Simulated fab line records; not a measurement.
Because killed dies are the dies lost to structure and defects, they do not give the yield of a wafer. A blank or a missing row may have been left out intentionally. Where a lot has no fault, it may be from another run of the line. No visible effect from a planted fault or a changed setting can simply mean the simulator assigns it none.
Struck lot and sound lot, side by side || flow nand harc || 15 steps out of a route of 1159
Sound: wafers L671.1, L671.5, L671.6. Struck: wafer L680.6 (left out: L680.1, L680.3 of the same lot, which were not struck); the cause appears at the end.
Order at every step that has rows: each side's tool, ch and its chambers, its first start. Under that, the readings that differ: sound wafers || struck wafers || difference of the means || sigmas: that difference in standard deviations of wafers without a fault.
alike: same words and numbers on both sides, and readings whose means sit less than 2 such deviations apart. not compared: any withheld reading, any reading some wafer has no value for, any bound like >300 that may hide the same value, and any number with overlapping values for which the record gives no deviation.
A row with sigmas, a row that says differs or no value, or rows on one side alone: a step with any of these is where the two part. Numbers that don't overlap but have no deviation are shown without sigmas and don't part them. A reading missing from all wafers of one side parts the sides only when that side holds two or more wafers.

NHARC_A_CONTACT_ETCH_137: etches the open film in C4F8/O2/Ar, time 132 s, target depth 1287 nm.
  sound on har cap etch-01 ch 0,1, day 18 11:41; struck on har cap etch-03 ch 1, day 21 06:20
  not compared: rf hours counter h
NHARC_A_CONTACT_ETCH_138: etches the open film in C4F8/O2/Ar, time 132 s, target depth 1289 nm.
  sound on har cap etch-01 ch 0,1, day 18 11:49; struck on har cap etch-03 ch 1, day 21 06:29
  not compared: rf hours counter h
then, 1 step without rows for these wafers: NHARC_A_CONTACT_ETCH_139 (etches the open film in C4F8/O2/Ar, time 137 s, target depth 590 nm).
NHARC_A_CONTACT_ETCH_92: etches the open film in CH3F/O2, target depth 40 nm, time 85.7 s.
  sound on rie diel-07 ch 2,3, day 18 12:19; struck on rie diel-10 ch 2, day 21 07:07
{"reading": "drypump motor current A (A)", "sound": "5.5 5.5 6.0", "struck": 6.6, "difference": "+0.9", "sigmas": "+2"}
{"reading": "showerhead plenum p Torr (Torr)", "sound": "2.31 2.31 2.47", "struck": 2.61, "difference": "+0.25", "sigmas": "+3"}
  alike: oes product au, rf vpp V, throttle valve pct
  not compared: rf hours counter h
then, 1 step without rows for these wafers: NHARC_A_CONTACT_ETCH_98 (etches the open film in C4F6/O2, target depth 20 nm, time 10 s).
NHARC_A_CONTACT_CD_MEAS_15:
  sound on cd sem-02 at day 18 12:32; struck on cd sem-01 at day 21 07:42
{"reading": "cd nm (nm)", "sound": "88.6 88.3 88.3", "struck": 89.9, "difference": "+1.5", "sigmas": "+2"}
then, 4 steps without rows for these wafers: NHARC_A_CONTACT_STRIP_107 (strips in N2/H2); NHARC_A_CONTACT_STRIP_108 (strips in CF4/CHF3); NHARC_A_CONTACT_STRIP_109 (strips in O2/COS); NHARC_A_CONTACT_ETCH_110 (etches the open film in CF4/O2, target depth 50 nm, overetch 5 nm, time 27.5 s).
NHARC_A_CONTACT_STRIP_26: strips in O2.
  sound: rie diel-10 ch 1,2; struck: rie diel-10 ch 3
{"reading": "drypump motor current A (A)", "sound": "5.8 5.8 6.6", "struck": 5.0, "difference": -1.1, "sigmas": -3}
{"reading": "oes product au (a.u.)", "sound": "1.013 1.016 0.995", "struck": 0.968, "difference": -0.040, "sigmas": -3}
  alike: rf vpp V, showerhead plenum p Torr, throttle valve pct
  not compared: rf hours counter h
then, 1 step without rows for these wafers: NHARC_A_CONTACT_STRIP_27 (strips in post etch residue remover, time 600 s).
NHARC_A_CONTACT_ALD_18: deposits TiN, target thk 3 nm, pulse time 1 s, ald cycles 150.
  sound on ald metal-01 ch 1,2, day 18 13:33; struck on ald metal-01 ch 2, day 21 14:48
{"reading": "ald cycles", "sound": "150 150 150", "struck": 69, "difference": -81, "sigmas": ""}
  alike: heater power w, precursor pulse height rel
NHARC_A_CONTACT_CVD_19: deposits W, target thk 300 nm, time 802 s.
  sound: cvd w-01 ch 0,1; struck: cvd w-01 ch 1
  alike: heater power w, throttle valve pct
-- jump in the record: it breaks off in module A_CONTACT and resumes in module END (first step shown: number 1159 of the route), and 3 days separate the struck wafers' starts before and after --
NHARC_END_SORT_01:
  the record has rows for the struck wafers here (prober-01 ch 0, day 24 10:32) and none for the sound ones

WHERE THEY PART
Last at NHARC_END_SORT_01 as far as this record goes, first at NHARC_A_CONTACT_ETCH_92.

WHY: whatever the simulator had introduced
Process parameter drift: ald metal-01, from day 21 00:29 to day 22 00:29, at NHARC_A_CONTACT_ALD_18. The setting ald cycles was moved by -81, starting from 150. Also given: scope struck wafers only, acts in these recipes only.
